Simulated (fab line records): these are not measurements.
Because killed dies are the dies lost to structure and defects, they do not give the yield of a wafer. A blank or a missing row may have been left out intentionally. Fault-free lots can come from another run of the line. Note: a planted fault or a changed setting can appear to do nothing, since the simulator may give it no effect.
Split-lot study ; flow n5-finfet ; 7 lots, 21 wafers read, on a route of 1938 steps

== ABOUT THE SPLIT ==
At N5_BEOL_M4_COAT_67 (time 60 s, resist thk 60 nm), the setting spin-rpm was moved away from the recipe's 1500 rpm on 9 of the 21 wafers read, by -8.9% to +5.3%. This setting was run at the recipe's value on the other wafers.

== FROM THE SPLIT TO THE READING: what the file shows between them, 4 steps ==
- N5_BEOL_M4_COAT_68: time 60 s, resist thk 12 nm
- N5_BEOL_M4_COAT_76: time 60 s, resist thk 5 nm
- N5_BEOL_M4_ALD_98: deposits SiO2, target thk 2.5 nm, pulse time 1 s, co reactant pulse time 1 s
- N5_BEOL_M4_ETCHBACK_99: etches SiO2 in CHF3, target depth 5 nm, time 10.4 s

== THE READING ==
etch.depth-nm (the simulator's own value, which no gauge read), in nm, at N5_BEOL_M4_ETCH_70 (etches SOC in N2/H2, target depth 80 nm, overetch 24 nm, time 130 s). There is no usual value for it anywhere in the file. The 12 wafers here that ran the recipe average 60.02 nm, standard deviation 0.24 nm.

wafer;tool, chamber at the split;spin-rpm as run, rpm;against the recipe;etch.depth-nm, nm;against lot-mates on the recipe
L075.3;litho-track-04, 0;1567;+4.5%;58.64;-1.66
L075.5;litho-track-04, 0;1500;recipe;60.17;-
L075.6;litho-track-04, 0;1500;recipe;60.42;-
L077.1;litho-track-05, 0;1500;recipe;60.14;-
L077.2;litho-track-05, 0;1500;recipe;60.05;-
L077.6;litho-track-05, 0;1570;+4.7%;58.87;-1.23
L083.1;litho-track-05, 0;1500;recipe;60.21;-
L083.3;litho-track-05, 0;1500;recipe;60.1;-
L083.6;litho-track-05, 0;1500;recipe;59.95;-
L080.1;litho-track-04, 0;1500;recipe;59.54;-
L080.3;litho-track-04, 0;1500;recipe;59.58;-
L080.6;litho-track-04, 0;1580;+5.3%;58.34;-1.22
L091.2;litho-track-01, 0;1500;recipe;60.13;-
L091.5;litho-track-01, 0;1575;+5.0%;58.65;-1.48
L091.6;litho-track-01, 0;1575;+5.0%;58.45;-1.68
L090.3;litho-track-04, 0;1500;recipe;60.12;-
L090.5;litho-track-04, 0;1557;+3.8%;58.97;-1.15
L090.6;litho-track-04, 0;1557;+3.8%;59.06;-1.06
L095.2;litho-track-05, 0;1366;-8.9%;62.92;+3.05
L095.3;litho-track-05, 0;1366;-8.9%;62.94;+3.07
L095.6;litho-track-05, 0;1500;recipe;59.87;-

FIT RESULTS
A straight line over all 21 wafers: etch.depth-nm changes by -0.31 nm for each +1% of spin-rpm; r = -0.98; the points scatter about the line by 0.22 nm.
The same after taking each lot's own level away (the mean of its wafers on the recipe; 21 wafers): -0.322 nm for each +1%; r = -0.99; scatter 0.16 nm.
That fit puts the effect of the largest move of spin-rpm on the reading at 2.9 nm.
The lots' own levels span 59.560 to 60.295 nm, that is 3.0 times the standard deviation above.
The two slopes agree, so the slope changes little with the lot-to-lot level.
Check: for one of the wafers moved furthest among these (-8.9%), held out of the fit, the line's prediction against its lot-mates is +2.87 nm. It came out at +3.05 nm against them.

== THE WHOLE CHAIN: every reading that the file lists as answering this split, in the file's order ==
step;what it does;reading;change (the file's fit);r (the file's)
N5_BEOL_M4_COAT_67;time 60 s, resist thk 60 nm;SOC_of_BEOL_M4_COAT_67.thk-nm (the simulator's own value, which no gauge read);-0.326 nm for each +1% of the setting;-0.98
N5_BEOL_M4_ETCH_70;etches SOC in N2/H2, target depth 80 nm, overetch 24 nm, time 130 s;etch.depth-nm (the simulator's own value, which no gauge read);-0.312 nm for each +1% of the setting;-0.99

== FILE'S OWN FIT ==
etch.depth-nm changes by -0.312 nm for each +1% of spin-rpm, r = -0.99.
